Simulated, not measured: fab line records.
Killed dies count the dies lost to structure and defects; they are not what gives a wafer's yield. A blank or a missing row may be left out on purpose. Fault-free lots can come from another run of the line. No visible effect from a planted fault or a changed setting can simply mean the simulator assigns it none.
Matching of chambers | flow n5Finfet | N5_MOL_CONTACT_COAG_DESCUM_13 on rieDiel-05: 4 sister chambers
The step chemistry O2, time 7 s. 18 wafers are shown with their chamber, then 9 later ones without.

WAFERS, EACH WITH ITS CHAMBER
wafer  | chamber | showerheadPlenumPTorr (Torr) | drypumpMotorCurrentA (A) | throttleValvePct (%)
L076.1 | 3       | 2.18                         | 6.4                      | 20.55
L076.2 | 1       | 2.06                         | 4.9                      | 20.26
L076.5 | 2       | 2.17                         | 5.9                      | 20.23
L078.2 | 2       | 2.17                         | 5.9                      | 20.23
L078.3 | 3       | 2.17                         | 6.4                      | 20.58
L078.5 | 2       | 2.17                         | 5.9                      | 20.24
L081.2 | 3       | 2.17                         | 6.4                      | 20.57
L081.3 | 0       | 2.19                         | 5.6                      | 20.49
L081.5 | 1       | 2.06                         | 4.9                      | 20.28
L082.1 | 1       | 2.06                         | 4.9                      | 20.29
L082.3 | 2       | 2.17                         | 5.9                      | 20.25
L082.4 | 3       | 2.17                         | 6.4                      | 20.56
L085.1 | 1       | 2.06                         | 4.9                      | 20.30
L085.2 | 3       | 2.17                         | 6.4                      | 20.59
L085.3 | 0       | 2.19                         | 5.7                      | 20.51
L085.4 | 2       | 2.17                         | 5.9                      | 20.27
L085.5 | 2       | 2.17                         | 5.9                      | 20.27
L085.6 | 1       | 2.06                         | 4.9                      | 20.31

SIGNATURES (averages over the wafers above)
reading               | chamber 0 | chamber 1 | chamber 2 | chamber 3 | scatter within a chamber
showerheadPlenumPTorr | 2.1900    | 2.0600    | 2.1700    | 2.1720    | 0.00239
drypumpMotorCurrentA  | 5.650     | 4.900     | 5.900     | 6.400     | 0.0189
throttleValvePct      | 20.5000   | 20.2880   | 20.2483   | 20.5700   | 0.0177
Rule: for each reading, subtract the chamber's mean from the wafer's reading, divide by that reading's scatter and square the result; add these up over the readings and take the root, which gives the wafer's distance from the chamber. The wafer belongs to the nearest chamber; if the next one is less than 2 further off, it can't be placed. The scatter is the square root of a quotient: the sum, over the shown wafers, of each reading's squared deviation from its chamber's mean, divided by wafers minus chambers.

WAFERS WITHOUT THEIR CHAMBER
wafer  | showerheadPlenumPTorr (Torr) | drypumpMotorCurrentA (A) | throttleValvePct (%)
L086.1 | 2.06                         | 4.9                      | 20.31
L086.3 | 2.19                         | 5.7                      | 20.52
L086.4 | 2.17                         | 5.9                      | 20.26
L090.1 | 2.17                         | 6.4                      | 20.62
L090.3 | 2.05                         | 4.9                      | 20.31
L090.6 | 2.16                         | 5.9                      | 20.28
L097.2 | 2.05                         | 4.9                      | 20.33
L097.3 | 2.16                         | 6.4                      | 20.63
L097.5 | 2.16                         | 5.9                      | 20.30

WHICH CHAMBER EACH WENT THROUGH
wafer  | from the rows above | in truth
L086.1 | 1                   | 1
L086.3 | 0                   | 0
L086.4 | 2                   | 2
L090.1 | 3                   | 3
L090.3 | 1                   | 1
L090.6 | 2                   | 2
L097.2 | 1                   | 1
L097.3 | 3                   | 3
L097.5 | 2                   | 2
Placed correctly: 9 of 9. Not placeable from these rows: 0. Number placed wrongly: 0.
